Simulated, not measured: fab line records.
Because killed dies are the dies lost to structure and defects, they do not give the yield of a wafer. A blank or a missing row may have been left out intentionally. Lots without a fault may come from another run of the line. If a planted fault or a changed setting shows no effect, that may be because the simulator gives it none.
fab line records	flow nandHarc
[record] lots = 5	wafers = 15	lastDay = 31
route steps=1302 shown P_M0@264 P_M1@285 END@1302
lots that met no fault: taken from a fault-free run of the same line
startH: the number of hours between the record's first day and the start of the first shown wafer of the lot	waitH: hours from the lot's prior step to this one	" as in the row above	L1.1+2: one row covering several wafers at once	- either no value or no given start	* or withheld: withheld	< > ~ a bound
route shown NAME@n: names a module that has steps shown in the file, with the first one's number in the route	usual: mean and standard deviation over wafers with no fault	same: alike in all rows	chamber/n: place in a boat	sites: per-site readings	_std_site: the values' standard deviation	_edge_site: the outer-site mean with the inner-site mean subtracted	radiusMm: how far each site lies from the wafer's centre	mask NAME#n: copy n	behind: the tool/chamber that last shaped the wafer	hold: cause of the lot's hold/its duration in hours/its outcome	device: the n, p or np transistor that did not switch	end of line: at the end of the route, the tests of the same wafers	a step without rows: its recipe alone	killed: dies lost to structure and defects at the first sort, not the wafer's yield	map: per-die view of a wafer (x killed, . not killed, _ where there is no die)
set.NAME: the setting that was run; set.NAME@STEP: the one run at that earlier step	model.NAME: the simulator's own value behind a step, which no gauge read
lots at selected steps of the route; one table per step, one row per wafer
services: when a tool's chamber went out of use (startH, in hours from the record's first day, below 0 if earlier), for how many hours, and the reason
[[steps]]
[step NHARC_P_M0_OVL_MEAS_10]
[recipe] pitchNm = 180
[usual] overlayXNm = -0.1/0.76	overlayYNm = 0.4/0.81
lot.wafer	tool	chamber	startH	waitH	overlayXNm	overlayYNm
L941.1	overlay-01	-	131.21	-	-0.9	1.0
L941.4	"	-	"	"	-0.5	1.1
L941.6	"	-	"	"	-1.3	1.2
L945.2	overlay-01	-	162.17	-	0.1	0.9
L945.4	"	-	"	"	0.5	1.0
L945.6	"	-	"	"	0.3	0.8
L946.3	overlay-02	-	179.63	-	1.1	0.2
L946.5	"	-	"	"	1.0	-0.4
L946.6	"	-	"	"	1.0	0.0
L952.2	overlay-02	-	231.28	-	-0.2	-1.3
L952.3	"	-	"	"	0.0	-1.1
L952.5	"	-	"	"	-0.2	-1.0
L959.1	overlay-02	-	299.22	-	0.0	-0.6
L959.3	"	-	"	"	0.4	-0.5
L959.4	"	-	"	"	0.2	-0.8
[step NHARC_P_M0_INSPECT_11]
[usual] rawDefectCount = 4.2/2.7
lot.wafer	tool	chamber	startH	waitH	rawDefectCount
L941.1	defectInspect-01	-	131.24	0.0	3
L941.4	"	-	"	"	1
L941.6	"	-	"	"	3
L945.2	defectInspect-01	-	162.22	0.1	3
L945.4	"	-	"	"	5
L945.6	"	-	"	"	2
L946.3	defectInspect-01	-	179.66	0.0	6
L946.5	"	-	"	"	5
L946.6	"	-	"	"	7
L952.2	defectInspect-01	-	231.32	0.0	5
L952.3	"	-	"	"	10
L952.5	"	-	"	"	9
L959.1	defectInspect-02	-	299.26	0.0	2
L959.3	"	-	"	"	1
L959.4	"	-	"	"	2
[step NHARC_P_M0_DESCUM_14]
[recipe] timeS = 3	o2FlowSccm = 200	arFlowSccm = 0	biasPowerW = 0	chemistry = O2
[usual] drypumpMotorCurrentA = 5.6/0.53	oesProductAu = 1.001/0.01	rfVppV = 58.0/0.94	showerheadPlenumPTorr = 1.94/0.097	throttleValvePct = 11.310/0.0089
lot.wafer	tool	chamber	startH	waitH	drypumpMotorCurrentA	oesProductAu	rfHoursCounterH	rfVppV	showerheadPlenumPTorr	throttleValvePct
L941.1	rieDiel-04	1	131.30	0.1	5.3	0.997	41	58.8	2.06	11.305
L941.4	"	2	"	"	5.6	1.008	39	57.9	1.97	11.312
L941.6	"	1	"	"	5.2	1.008	-	57.6	2.06	11.317
L945.2	rieDiel-12	3	162.29	0.1	5.3	1.003	9	57.5	2.04	11.315
L945.4	"	1	"	"	5.0	0.994	10	56.5	2.03	11.304
L945.6	"	2	"	"	6.2	1.022	-	56.7	1.77	11.313
L946.3	rieDiel-12	0	179.74	0.1	5.1	1.006	13	57.2	1.90	11.310
L946.6	"	2	"	"	6.2	1.015	-	57.0	1.77	11.314
L946.5	"	3	"	"	5.3	0.987	-	58.0	2.04	11.303
L952.3	rieDiel-12	1	231.38	0.1	5.0	1.004	21	60.2	2.03	11.305
L952.2	"	0	"	"	5.1	1.003	21	57.6	1.90	11.302
L952.5	"	1	"	"	5.0	0.996	-	57.8	2.03	11.305
L959.3	rieDiel-04	3	299.33	0.1	6.4	1.001	34	59.2	1.87	11.295
L959.1	"	0	"	"	5.2	0.990	38	59.7	1.96	11.315
L959.4	"	3	"	"	6.4	0.994	-	61.2	1.88	11.304
[step NHARC_P_M0_ETCH_34]
[recipe] targetDepthA = 400	overetchA = 120	timeS = 43.94	ionEnergyEv = 200	n2FlowSccm = 150	h2FlowSccm = 150	arFlowSccm = 0	rfW = 400	biasW = 150	chemistry = N2/H2
[usual] drypumpMotorCurrentA = 5.5/0.52	oesProductAu = 1.000/0.01	rfFwdPowerW = 395.0/2.2	rfVppV = 431.4/3	showerheadPlenumPTorr = 2.07/0.1	throttleValvePct = 14.172/0.0088
lot.wafer	tool	chamber	startH	waitH	drypumpMotorCurrentA	oesProductAu	rfFwdPowerW	rfHoursCounterH	rfVppV	showerheadPlenumPTorr	throttleValvePct
L941.4	rieDiel-04	2	131.52	0.2	5.7	0.996	395.3	39	432.7	2.10	14.174
L941.1	"	1	"	"	5.3	1.008	399.1	41	434.6	2.20	14.173
L941.6	"	3	"	"	6.4	1.006	397.3	-	430.6	2.02	14.174
L945.4	rieDiel-12	2	162.37	0.1	6.2	1.006	394.6	8	425.4	1.89	14.159
L945.2	"	0	"	"	5.1	1.006	391.9	10	431.3	2.02	14.171
L945.6	"	2	"	"	6.2	1.004	393.4	-	426.5	1.89	14.174
L946.3	rieDiel-12	3	179.81	0.1	5.4	1.012	397.3	12	432.6	2.18	14.167
L946.6	"	3	"	"	5.4	1.005	399.5	-	434.2	2.18	14.161
L946.5	"	0	"	"	5.2	1.020	395.2	-	429.8	2.02	14.176
L952.2	rieDiel-12	0	231.47	0.1	5.1	0.998	395.8	21	430.2	2.02	14.180
L952.3	"	1	"	"	5.0	0.993	391.0	21	433.7	2.17	14.178
L952.5	"	1	"	"	5.0	0.999	392.4	-	433.3	2.17	14.167
L959.3	rieDiel-04	1	299.43	0.1	5.3	0.987	395.7	37	434.2	2.18	14.177
L959.1	"	3	"	"	6.4	0.994	394.7	34	429.7	2.00	14.174
L959.4	"	3	"	"	6.4	0.994	397.1	-	428.3	2.00	14.167
[step NHARC_P_M0_ETCH_15]
[recipe] targetDepthA = 1500	overetchA = 150	timeS = 82.5	c4f8FlowSccm = withheld	arFlowSccm = 400	rfW = 600	biasW = 300	chemistry = C4F8/Ar
[step NHARC_P_M0_CD_MEAS_16]
[usual] cdNm = 90.2/0.75
lot.wafer	tool	chamber	startH	waitH	cdNm
L941.1	cdSem-01	-	131.79	-	89.1
L941.4	"	-	"	"	89.4
L941.6	"	-	"	"	89.7
L945.2	cdSem-02	-	162.59	-	89.4
L945.4	"	-	"	"	90.0
L945.6	"	-	"	"	90.7
L946.3	cdSem-03	-	180.04	-	91.2
L946.5	"	-	"	"	89.2
L946.6	"	-	"	"	91.4
L952.2	cdSem-02	-	231.68	-	90.7
L952.3	"	-	"	"	88.8
L952.5	"	-	"	"	89.5
L959.1	cdSem-02	-	299.66	-	90.4
L959.3	"	-	"	"	90.4
L959.4	"	-	"	"	90.1
[step NHARC_P_M0_STRIP_18]
[recipe] powerW = 1000	n2FlowSccm = 150	h2FlowSccm = 150	arFlowSccm = 0	biasW = 0	chemistry = N2/H2
[step NHARC_P_M0_STRIP_19]
[recipe] timeS = 600	tempC = 30	chemistry = postEtchResidueRemover
[step NHARC_P_M0_DEGAS_28]
[recipe] tempC = 250	timeS = 60
[step NHARC_P_M0_PRE_CLEAN_29]
[recipe] timeS = 30	tempC = 280	gas = H2/He
[step NHARC_P_M0_PVD_20]
[recipe] targetThkA = 50	biasV = 168.6	powerW = 15000	chamberPressurePa = 0.12	timeS = 8.06	substrateTempC = 50	material = TaN
[step NHARC_P_M0_PVD_21]
[recipe] targetThkA = 300	chamberPressurePa = 5	powerW = 5000	substrateTempC = 30	timeS = 20.49	material = Cu
[usual] throttleValvePct = 30.0/1
lot.wafer	tool	chamber	startH	waitH	throttleValvePct
L941.4	pvdSputter-01	-	-	-	29.5
L941.1	"	-	"	"	30.6
L941.6	"	-	"	"	28.6
L945.2	pvdSputter-02	-	-	-	28.6
L945.4	"	-	"	"	31.2
L945.6	"	-	"	"	28.5
L946.3	pvdSputter-01	-	-	-	29.7
L946.5	"	-	"	"	28.5
L946.6	"	-	"	"	29.5
L952.2	pvdSputter-03	-	-	-	29.9
L952.3	"	-	"	"	30.5
L952.5	"	-	"	"	29.8
L959.3	pvdSputter-02	-	-	-	29.1
L959.1	"	-	"	"	31.5
L959.4	"	-	"	"	31.2
[step NHARC_P_M0_ECD_22]
[recipe] targetThkA = 4000	bathTempC = 25	material = Cu
lot.wafer	tool	chamber	startH	waitH
L941.1+4+6	ecdCu-01	1	132.78	-
L945.2+4+6	ecdCu-02	0,1,1	163.61	-
L946.3+5+6	ecdCu-01	0,0,1	181.16	-
L952.2+3+5	ecdCu-02	0	232.65	-
L959.1+3+4	ecdCu-01	1,1,0	300.69	-
[step NHARC_P_M0_ANNEAL_30]
[recipe] tempC = 225	timeS = 90
[step NHARC_P_M0_CMP_23]
[recipe] tOverpolishS = 20	targetThkNm = 117.54
[step NHARC_P_M0_THK_MEAS_24]
[recipe] thkMeasGauge = xrf
[usual] thkNm = 117.6/1.5
lot.wafer	tool	chamber	startH	waitH	thkNm
L941.1	filmMetro-02	-	133.81	-	116.1
L941.4	"	-	"	"	117.7
L941.6	"	-	"	"	118.0
L945.2	filmMetro-01	-	164.64	-	117.1
L945.4	"	-	"	"	116.1
L945.6	"	-	"	"	117.7
L946.3	filmMetro-02	-	182.16	-	117.4
L946.5	"	-	"	"	118.1
L946.6	"	-	"	"	116.8
L952.2	filmMetro-01	-	233.70	-	118.7
L952.3	"	-	"	"	117.7
L952.5	"	-	"	"	117.2
L959.1	filmMetro-02	-	301.73	-	114.9
L959.3	"	-	"	"	118.6
L959.4	"	-	"	"	116.7
[step NHARC_P_M0_SRD_25]
[step NHARC_P_M0_PRE_CLEAN_31]
[recipe] timeS = 12	tempC = 370	rfPowerW = 300	gas = NH3
[usual] heaterPowerW = 650/100	rfFwdPowerW = 292.5/0.88
lot.wafer	tool	chamber	startH	waitH	heaterPowerW	rfFwdPowerW
L941.1	pecvd-04	2	134.06	0.1	584	292.1
L941.6	"	1	"	"	627	292.8
L941.4	"	0	"	"	764	290.9
L945.2	pecvd-03	0	164.86	0.1	537	293.3
L945.4	"	0	"	"	549	293.8
L945.6	"	1	"	"	567	293.7
L946.3	pecvd-03	0	182.43	0.1	541	291.8
L946.6	"	1	"	"	571	293.8
L946.5	"	0	"	"	535	291.3
L952.2	pecvd-01	2	233.92	0.1	779	292.4
L952.3	"	0	"	"	580	292.6
L952.5	"	0	"	"	599	293.1
L959.1	pecvd-01	1	301.95	0.1	662	292.7
L959.3	"	0	"	"	548	293.5
L959.4	"	1	"	"	658	291.8
[step NHARC_P_M0_DEP_32]
[recipe] targetThkA = 300	tempC = 370	targetThkNm = 30	pressureTorr = 3	flowSccm = 200	rfW = 450	material = SiCN
[step NHARC_P_M1_DEP_00]
[recipe] targetThkA = 1825	targetThkNm = 182.5	tempC = withheld	pressureTorr = 5	flowSccm = 200	rfW = 600	material = SiOC
[step NHARC_P_M1_DEHYDRATE_01]
[recipe] tempC = 150	timeS = 120
[step NHARC_P_M1_HMDS_02]
[recipe] timeS = 30
[step NHARC_P_M1_COAT_34]
[recipe] tempC = 200	timeS = 65
[step NHARC_P_M1_COAT_03]
[recipe] spinRpm = 1500	resistThkNm = 90
[step NHARC_P_M1_SOFTBAKE_04]
[recipe] tempC = 105	timeS = 55
[step NHARC_P_M1_EBR_05]
[step NHARC_P_M1_EXPOSE_06]
[recipe] na = 1.35	targetCdNm = 130	doseMj = 81.88	maskId = P_M1
[step NHARC_P_M1_PEB_07]
[recipe] pebTempC = 100	pebTimeS = 65
[step NHARC_P_M1_DEVELOP_08]
[recipe] developTimeS = 35	devTempC = 23
[step NHARC_P_M1_CD_MEAS_09]
[recipe] targetCdNm = 130	landingEnergyEv = 500
[usual] cdNm = 130.0/0.55
[same] landingEnergyEv = 500
lot.wafer	tool	chamber	startH	waitH	cdNm
L941.1	cdSem-03	0	135.37	-	129.4
L941.4	"	0	"	"	129.4
L941.6	"	0	"	"	129.5
L945.2	cdSem-02	0	166.22	-	130.4
L945.4	"	0	"	"	129.7
L945.6	"	0	"	"	130.0
L946.3	cdSem-03	0	183.74	-	129.6
L946.5	"	0	"	"	129.8
L946.6	"	0	"	"	129.7
L952.2	cdSem-02	0	235.25	-	129.4
L952.3	"	0	"	"	129.5
L952.5	"	0	"	"	129.3
L959.1	cdSem-01	0	303.14	-	129.5
L959.3	"	0	"	"	129.8
L959.4	"	0	"	"	129.7
[step NHARC_P_M1_OVL_MEAS_10]
[recipe] pitchNm = 260
[usual] overlayXNm = -0.2/0.92	overlayYNm = 0.3/0.71
lot.wafer	tool	chamber	startH	waitH	overlayXNm	overlayYNm
L941.1	overlay-02	-	135.46	-	-0.1	1.5
L941.4	"	-	"	"	-0.1	1.2
L941.6	"	-	"	"	0.3	1.8
L945.2	overlay-01	-	166.31	-	-1.0	-0.5
L945.4	"	-	"	"	-1.3	-0.4
L945.6	"	-	"	"	-0.7	-1.2
L946.3	overlay-01	-	183.82	-	-0.8	1.5
L946.5	"	-	"	"	-1.4	1.4
L946.6	"	-	"	"	-0.1	2.0
L952.2	overlay-01	-	235.33	-	-0.9	1.0
L952.3	"	-	"	"	-0.9	0.9
L952.5	"	-	"	"	-0.9	1.0
L959.1	overlay-01	-	303.23	-	-2.4	-1.2
L959.3	"	-	"	"	-1.7	-0.4
L959.4	"	-	"	"	-2.4	-0.7
[step NHARC_P_M1_DESCUM_14]
[recipe] timeS = 3	o2FlowSccm = 200	arFlowSccm = 0	biasPowerW = 0	chemistry = O2
[usual] drypumpMotorCurrentA = 5.91/0.29	oesProductAu = 1.004/0.011	rfVppV = 57.7/0.92	showerheadPlenumPTorr = 1.87/0.048	throttleValvePct = 11.310/0.0098
lot.wafer	tool	chamber	startH	waitH	drypumpMotorCurrentA	oesProductAu	rfHoursCounterH	rfVppV	showerheadPlenumPTorr	throttleValvePct
L941.1	rieDiel-11	0	135.56	0.1	6.04	1.007	5	58.6	1.83	11.306
L941.4	"	0	"	"	6.07	0.998	-	56.9	1.83	11.310
L941.6	"	3	"	"	5.76	1.015	-	57.7	1.89	11.330
L945.2	rieDiel-11	2	166.41	0.1	5.65	1.011	8	56.5	1.88	11.284
L945.4	"	0	"	"	6.05	1.009	8	57.8	1.83	11.300
L945.6	"	2	"	"	5.65	1.012	-	59.6	1.88	11.316
L946.3	rieDiel-07	1	183.94	0.1	5.92	1.003	4	58.1	1.86	11.314
L946.5	"	2	"	"	6.22	0.988	-	59.6	1.89	11.310
L946.6	"	3	"	"	6.14	0.999	-	57.2	1.92	11.319
L952.2	rieDiel-07	2	235.44	0.1	6.22	0.996	9	56.6	1.89	11.304
L952.3	"	3	"	"	6.11	1.018	8	57.4	1.92	11.303
L952.5	"	2	"	"	6.24	0.995	-	57.0	1.89	11.301
L959.1	rieDiel-07	2	303.33	0.1	6.24	1.022	0	58.4	1.89	11.324
L959.3	"	3	"	"	6.14	1.005	0	57.2	1.92	11.314
L959.4	"	0	"	"	5.32	1.014	0	57.3	1.78	11.308
[step NHARC_P_M1_ETCH_35]
[recipe] targetDepthA = 400	overetchA = 120	timeS = 43.94	ionEnergyEv = 200	n2FlowSccm = 150	h2FlowSccm = 150	arFlowSccm = 0	rfW = 400	biasW = 150	chemistry = N2/H2
[step NHARC_P_M1_ETCH_15]
[recipe] targetDepthA = 1825	timeS = 91.2	c4f8FlowSccm = withheld	arFlowSccm = 400	rfW = 600	biasW = 300	chemistry = C4F8/Ar
[step NHARC_P_M1_CD_MEAS_16]
[usual] cdNm = 129.9/0.78
lot.wafer	tool	chamber	startH	waitH	cdNm
L941.1	cdSem-01	-	135.91	-	129.8
L941.4	"	-	"	"	129.1
L941.6	"	-	"	"	130.3
L945.2	cdSem-03	-	166.71	-	130.4
L945.4	"	-	"	"	130.1
L945.6	"	-	"	"	130.4
L946.3	cdSem-02	-	184.23	-	129.6
L946.5	"	-	"	"	130.2
L946.6	"	-	"	"	129.8
L952.2	cdSem-03	-	235.74	-	129.5
L952.3	"	-	"	"	129.9
L959.1	cdSem-01	-	303.63	-	128.9
L959.3	"	-	"	"	129.9
L959.4	"	-	"	"	128.7
[step NHARC_P_M1_STRIP_18]
[recipe] powerW = 1000	n2FlowSccm = 150	h2FlowSccm = 150	arFlowSccm = 0	biasW = 0	chemistry = N2/H2
[step NHARC_P_M1_ETCH_28]
[recipe] targetDepthA = 300	overEtchFrac = 0.3	timeS = 72.99	ionEnergyEv = 150	cf4FlowSccm = 50	n2FlowSccm = 100	arFlowSccm = 150	rfW = 300	biasW = 100	chemistry = CF4/N2
[step NHARC_P_M1_STRIP_19]
[recipe] timeS = 600	tempC = 30	chemistry = postEtchResidueRemover
[step NHARC_P_M1_DEGAS_29]
[recipe] tempC = 250	timeS = 60
[step NHARC_END_SORT_01]
[recipe] tempC = 25
[usual] defectLimitedYield = 91/3	killedAtArray = 56/21	killedAtOther = 0.8/1	killedAtPeriphery = 3.6/2.8	killedDies = 60/20	killedOpen = 3.2/1.9	killedShort = 2.4/1.6
[same] grossDies = 677
lot.wafer	tool	chamber	startH	waitH	defectLimitedYield[%]	killedAtArray	killedAtOther	killedAtPeriphery	killedDies	killedOpen	killedShort
L941.1	prober-02	0	574.51	2.5	86	87	0	7	94	5	2
L941.4	prober-02	0	576.96	3.4	84	106	1	3	110	2	2
L941.6	prober-02	0	578.59	4.1	88	80	0	3	83	5	3
L946.3	prober-02	0	633.20	3.1	91	56	0	5	61	3	1
L946.5	prober-02	0	634.80	3.7	91	60	1	2	63	6	4
L946.6	prober-02	0	635.60	4.0	91	57	0	6	63	5	5
L952.2	prober-01	0	671.78	2.8	90	35	1	34	70	0	1
L952.3	prober-01	0	672.58	3.1	88	47	2	32	81	4	4
L959.1	prober-01	0	740.63	2.5	95	28	0	7	35	2	1
L959.3	prober-01	0	742.23	3.1	96	27	0	2	29	3	2
L959.4	prober-01	0	743.03	3.4	96	26	0	3	29	2	4
// killed by level:class
L941.1 A_CHANNEL_HOLE_D2:chamberFilmFlake=27 A_SLIT:chamberFilmFlake=23 A_CHANNEL_HOLE_D1:chamberFilmFlake=21 A_STAIRCASE:chamberFilmFlake=5 P_M2:chamberFilmFlake=4 P_M1:chamberFilmFlake=2 A_SGD_CUT:chamberFilmFlake=2 A_CONTACT:chamberFilmFlake=2
L941.4 A_CHANNEL_HOLE_D2:chamberFilmFlake=36 A_CHANNEL_HOLE_D1:chamberFilmFlake=35 A_SLIT:chamberFilmFlake=20 A_WL_FILL:chamberFilmFlake=4 P_M2:chamberFilmFlake=2 A_DECK1_JOINT:chamberFilmFlake=2 A_STAIRCASE:chamberFilmFlake=2 A_CONTACT:chamberFilmFlake=2
L941.6 A_CHANNEL_HOLE_D2:chamberFilmFlake=30 A_CHANNEL_HOLE_D1:chamberFilmFlake=19 A_SLIT:chamberFilmFlake=18 A_CHANNEL_FILL_D1:chamberFilmFlake=2 A_STAIRCASE:chamberFilmFlake=2 A_CONTACT:chamberFilmFlake=2 P_GATE:geometricParticle:open=1 P_CONTACT:geometricParticle:open=1
L946.3 A_CHANNEL_HOLE_D2:chamberFilmFlake=36 A_CHANNEL_FILL_D2:chamberFilmFlake=4 P_STI:chamberFilmFlake=3 A_CHANNEL_HOLE_D1:chamberFilmFlake=3 A_STAIRCASE:chamberFilmFlake=3 A_CONTACT:chamberFilmFlake=3 A_WL_FILL:chamberFilmFlake=2 A_M1:chamberFilmFlake=2
L946.5 A_CHANNEL_HOLE_D2:chamberFilmFlake=40 A_CHANNEL_HOLE_D1:chamberFilmFlake=3 A_DECK1_JOINT:geometricParticle:open=2 A_DECK1_JOINT:geometricParticle:short=2 A_CHANNEL_FILL_D2:chamberFilmFlake=2 A_WL_FILL:chamberFilmFlake=2 P_GATE:geometricParticle:open=1 A_ONON_D1:geometricParticle:short=1
L946.6 A_CHANNEL_HOLE_D2:chamberFilmFlake=35 A_CHANNEL_FILL_D2:chamberFilmFlake=3 A_ONON_D2:geometricParticle:short=2 A_WL_FILL:geometricParticle:short=2 A_CONTACT:geometricParticle:open=2 P_STI:chamberFilmFlake=2 P_GATE:chamberFilmFlake=2 A_CHANNEL_HOLE_D1:chamberFilmFlake=2
L952.2 P_M0:unspecified=30 A_SLIT:chamberFilmFlake=20 A_CHANNEL_HOLE_D2:chamberFilmFlake=9 P_CONTACT:chamberFilmFlake=2 P_BONDPAD:chamberFilmFlake=2 A_CHANNEL_HOLE_D1:chamberFilmFlake=2 A_STAIRCASE:chamberFilmFlake=2 A_ONON_D2:geometricParticle:short=1
L952.3 P_M0:unspecified=22 A_SLIT:chamberFilmFlake=20 P_CONTACT:chamberFilmFlake=6 A_CHANNEL_HOLE_D1:chamberFilmFlake=4 A_CHANNEL_HOLE_D2:chamberFilmFlake=4 A_STAIRCASE:chamberFilmFlake=4 A_CONTACT:chamberFilmFlake=4 P_BONDPAD:chamberFilmFlake=3
L959.1 A_CHANNEL_HOLE_D1:chamberFilmFlake=11 P_M1:chamberFilmFlake=7 A_SLIT:chamberFilmFlake=6 A_STAIRCASE:chamberFilmFlake=5 A_ONON_D2:geometricParticle:short=1 A_BLC:geometricParticle:open=1 A_BONDPAD:geometricParticle:open=1 A_DECK1_JOINT:chamberFilmFlake=1
L959.3 A_CHANNEL_HOLE_D1:chamberFilmFlake=8 A_CONTACT:chamberFilmFlake=6 A_STAIRCASE:chamberFilmFlake=3 A_SLIT:chamberFilmFlake=3 A_WL_FILL:chamberFilmFlake=3 A_CHANNEL_FILL_D2:geometricParticle:open=2 P_CONTACT:geometricParticle:open=1 A_CHANNEL_HOLE_D1:geometricParticle:short=1
L959.4 A_CHANNEL_HOLE_D1:chamberFilmFlake=8 A_STAIRCASE:chamberFilmFlake=5 A_SLIT:chamberFilmFlake=4 A_CONTACT:chamberFilmFlake=3 A_SGD_CUT:geometricParticle:short=2 A_CHANNEL_HOLE_D2:chamberFilmFlake=2 P_CONTACT:geometricParticle:open=1 P_M0:geometricParticle:short=1
// map L952.3 (x killed, . not)
____________.____________
_________......._________
_______..........._______
______.............______
_____x......x......._____
____..........x....x.____
____..............x..____
___....x....x......x..___
___.......x.......x.x.___
__..............x...x..__
__x.....x...........x..__
_............x.........._
_.................x....._
_..................x..x._
_..............x...x..x._
_..........xx.........x._
.......................x.
.......x.................
....x.........x......x...
...x......x.....x...xx...
x................xx..xx..
_....x.....x............_
_.....................xx_
_.x....................._
_..................x...._
_......................._
__.......x......x..x...__
__....x..........x.....__
___.............x....x___
___..x..x......x.xxx.x___
____....x......x.xx.x____
____...........x.xxxx____
_____........x.xxxxx_____
______..........x.x______
_______.......x..x_______
_________......._________
____________.____________
// map L945.6 (x killed, . not)
____________.____________
_________......._________
_______..........x_______
______..........x..______
_____..............._____
____.................____
____.....x...........____
___......x............___
___...................___
__..................x..__
__............x....x.xx__
_......xx...........x.x._
_....xx............xxxxx_
_....xxxxx.x........xxxx_
_.....xxxx..........x.x._
_....xx..x.x........x.xx_
....xxxxx..........x.....
.....xxxx.x..........xx..
.....xxx..............x..
......x.x................
.....x...................
_......x........x.....x._
_....x.................._
_.....x....x............_
_...............x......._
_.............x........._
__.....x...............__
__..................x..__
___............xx.x...___
___.........xxxxxx....___
____.........xx.xx.x.____
____.........xxxxxx..____
_____.......xxx..x.._____
______........x..x.______
_______.....xx.xxx_______
_________.....xx_________
____________.____________
[[services]]
tool	chamber	startH	hours	kind
rieDiel-12	2	108.26	4.2	repair
rieDiel-07	-	117.20	9.0	pm
rieDiel-11	1	117.76	32.7	repair
pecvd-03	-	127.20	0.9	repair
pecvd-01	-	130.16	13.0	pm
rieDiel-11	3	138.14	3.9	repair
pecvd-01	-	146.25	0.4	repair
rieDiel-11	1	156.06	9.9	repair
rieDiel-11	-	164.17	0.9	repair
rieDiel-04	-	177.92	9.0	pm
pecvd-03	-	185.19	13.0	pm
rieDiel-11	0	189.51	6.1	repair
ecdCu-01	-	189.85	8.0	pm
pvdSputter-01	-	201.51	0.7	repair
rieDiel-11	3	207.32	2.9	repair
pecvd-01	-	217.51	0.4	repair
ecdCu-02	-	220.43	0.8	repair
rieDiel-04	-	223.81	1.9	repair
ecdCu-01	-	232.55	2.2	repair
rieDiel-12	3	251.85	7.7	repair
ecdCu-01	-	256.37	2.4	repair
rieDiel-12	-	268.57	9.0	pm
rieDiel-04	2	272.47	45.4	repair
rieDiel-07	-	294.20	9.0	pm
[[key]]
[firstSign] step = NHARC_END_SORT_01	reading = killedAtPeriphery	direction = up	sigmas = 11	usual = 3.6	struck = 33
effect none on later readings
metAt NHARC_P_M0_ECD_22
struckWafers L952.2,L952.3,L952.5
rowsEnd L952.5
onsetBetween 163.61 232.65
alsoFits NHARC_P_M0_DESCUM_14:rieDiel-12,NHARC_P_M0_ETCH_34:rieDiel-12,NHARC_P_M0_PVD_21:pvdSputter-03
[fault] kind = chamberParticleSource	tool = ecdCu-02	chamber = 0	onsetH = 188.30	steps = NHARC_P_M0_ECD_22	ratePerVisitCm2 = 0.040924
// rowsEnd: these wafers met a further fault down the route, and their rows from its step on are left out
